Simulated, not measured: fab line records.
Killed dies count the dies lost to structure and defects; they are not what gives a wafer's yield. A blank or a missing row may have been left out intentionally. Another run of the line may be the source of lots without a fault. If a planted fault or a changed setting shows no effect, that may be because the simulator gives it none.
Split-lot experiment    flow n5 finfet    on a route of 1938 steps: 7 lots, 21 wafers read

== ABOUT THE SPLIT ==
At N5_BEOL_M7_VIA_ETCH_34 (etches SiCOH lowk in C4F6/O2, target depth 125.5 nm, time 50.5 s), the setting source w was moved away from the recipe's 345 W on 7 of the 21 wafers read, by -8.2% to +14.3%. This setting was run at the recipe's value on the other wafers.

The reading comes from the split's own step.

== THE READING ==
rf vpp V, in V, at N5_BEOL_M7_VIA_ETCH_34 (etches SiCOH lowk in C4F6/O2, target depth 125.5 nm, time 50.5 s). On this fab line, fault-free wafers typically give 665 V with a standard deviation of 8.3 V.

wafer   tool, chamber at the split  source w as run, W  against the recipe  rf vpp V, V  against lot-mates on the recipe
L074.3  rie diel-06, 2              381.7               +10.6%              642          -22
L074.4  rie diel-06, 0              345                 recipe              673          -
L074.5  rie diel-06, 3              345                 recipe              656          -
L080.1  rie diel-04, 0              345                 recipe              664          -
L080.2  rie diel-04, 1              345                 recipe              657          -
L080.3  rie diel-04, 3              373.4               +8.2%               643          -18
L083.1  rie diel-03, 1              345                 recipe              674          -
L083.4  rie diel-03, 3              345                 recipe              661          -
L083.6  rie diel-03, 0              345                 recipe              659          -
L087.2  rie diel-06, 2              345                 recipe              674          -
L087.4  rie diel-06, 0              345                 recipe              672          -
L087.6  rie diel-06, 1              319.9               -7.3%               705          +32
L090.3  rie diel-04, 3              394.5               +14.3%              626          -36
L090.4  rie diel-04, 3              345                 recipe              669          -
L090.6  rie diel-04, 2              345                 recipe              656          -
L091.1  rie diel-03, 1              372.6               +8.0%               648          -25
L091.5  rie diel-03, 2              372.6               +8.0%               628          -45
L091.6  rie diel-03, 1              345                 recipe              673          -
L094.1  rie diel-04, 0              345                 recipe              664          -
L094.3  rie diel-04, 0              316.8               -8.2%               692          +26
L094.4  rie diel-04, 3              345                 recipe              668          -

THE FIT
A straight line over all 21 wafers: rf vpp V changes by -3.16 V for each +1% of source w; r = -0.91; the points scatter about the line by 8 V.
The same after taking each lot's own level away (the mean of its wafers on the recipe; 21 wafers): -3.05 V for each +1%; r = -0.91; scatter 7.7 V.
On that fit, the largest move of source w shifts the reading by 44 V.
The lots' own levels span 660.5 to 673.0 V, that is 1.5 times the standard deviation above.
Hence the lot-to-lot level has little effect on the slope; both slopes agree.
Check: -46.3 V against its lot-mates is what the line predicts for one of the wafers moved furthest among these (+14.3%) when that wafer is left out of the fit. Against them it came out at -36.5 V.
Tool readings at the split's step, against how far the setting was moved: rf vpp V r = -0.91.

== OTHER SPLITS APPLIED TO THESE WAFERS ==
Before the reading, these wafers also passed through other splits. Each is held against what the fit with the lots' levels taken away leaves over:
other split on the same wafers      wafers away from the commonest value  r with rf vpp V (lot level and that fit taken away)
N5_BEOL_M4_EXPOSE_25 dose mj        7                                     -0.19
N5_BEOL_M5_TRENCH_ETCH_37 source w  9                                     +0.06
N5_BEOL_M5_ETCH_41 source w         8                                     -0.40
N5_BEOL_M7_PECVD_70 temp c          7                                     -0.12
N5_BEOL_M7_HM_DEP_02 target thk a   9                                     -0.10

== THE WHOLE CHAIN: every reading that the file lists as answering this split, in the file's order ==
step                    what it does                                                      reading                                                         change (the file's fit)                r (the file's)
N5_BEOL_M7_VIA_ETCH_34  etches SiCOH lowk in C4F6/O2, target depth 125.5 nm, time 50.5 s  rf vpp V                                                        -2.88 V for each +1% of the setting    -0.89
N5_BEOL_M7_VIA_ETCH_34  etches SiCOH lowk in C4F6/O2, target depth 125.5 nm, time 50.5 s  etch.depth nm (the simulator's own value, which no gauge read)  +0.563 nm for each +1% of the setting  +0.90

== THE FILE'S OWN FIT ==
rf vpp V changes by -2.88 V for each +1% of source w, r = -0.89.
